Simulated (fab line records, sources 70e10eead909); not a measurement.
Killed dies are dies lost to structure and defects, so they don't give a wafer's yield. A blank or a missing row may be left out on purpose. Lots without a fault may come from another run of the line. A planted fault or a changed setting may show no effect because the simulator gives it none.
Chamber matching | flow nand_harc | NHARC_A_CONTACT_ALD_18 on ald_metal-04: 4 sister chambers
The step deposits TiN, target thk 3 nm, pulse time 1 s, ald cycles 150. 14 wafers are shown with their chamber, then 7 later ones without.

WAFERS WITH THEIR CHAMBER
wafer  | chamber | heater_power_w (W) | precursor_pulse_height_rel
L078.2 | 3       | 1065               | 0.969
L078.5 | 2       | 1061               | 0.986
L078.6 | 3       | 1055               | 0.988
L084.2 | 3       | 1065               | 1.013
L084.4 | 1       | 979                | 0.980
L084.5 | 1       | 965                | 0.982
L086.2 | 2       | 1076               | 1.016
L086.4 | 0       | 1138               | 1.032
L086.5 | 1       | 932                | 1.010
L088.2 | 0       | 1117               | 1.009
L088.4 | 0       | 1105               | 0.966
L088.5 | 2       | 1081               | 1.041
L091.1 | 0       | 1097               | 1.019
L091.2 | 1       | 980                | 0.985

SIGNATURES (means of the wafers above)
reading                    | chamber 0 | chamber 1 | chamber 2 | chamber 3 | scatter within a chamber
heater_power_w             | 1114.25   | 964.00    | 1072.67   | 1061.67   | 16.6
precursor_pulse_height_rel | 1.00650   | 0.98925   | 1.01433   | 0.99000   | 0.0235
Rule: a wafer's distance from a chamber is the root of the sum, over the readings, of the square of ((its reading less the chamber's mean) divided by the reading's scatter). The wafer belongs to the nearest chamber; if the next one is less than 2 further off, it can't be placed. The scatter: the root of (the sum of the squares of (reading less its chamber's mean) over the shown wafers, divided by (wafers less chambers)).

WAFERS WITHOUT THEIR CHAMBER
wafer  | heater_power_w (W) | precursor_pulse_height_rel
L091.5 | 1117               | 1.033
L092.1 | 1065               | 0.988
L092.3 | 962                | 0.989
L092.4 | 1109               | 1.030
L094.3 | 955                | 0.990
L094.4 | 1128               | 0.963
L094.5 | 1062               | 1.040

WHICH CHAMBER EACH WENT THROUGH
wafer  | from the rows above     | in truth
L091.5 | can't be placed: 0 or 2 | 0
L092.1 | can't be placed: 3 or 2 | 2
L092.3 | 1                       | 1
L092.4 | can't be placed: 0 or 2 | 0
L094.3 | 1                       | 1
L094.4 | can't be placed: 0 or 2 | 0
L094.5 | can't be placed: 2 or 3 | 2
Placed correctly: 2 of 7. Can't be placed from these rows: 5 (the true chamber is among the candidates in 5). Placed wrongly: 0.
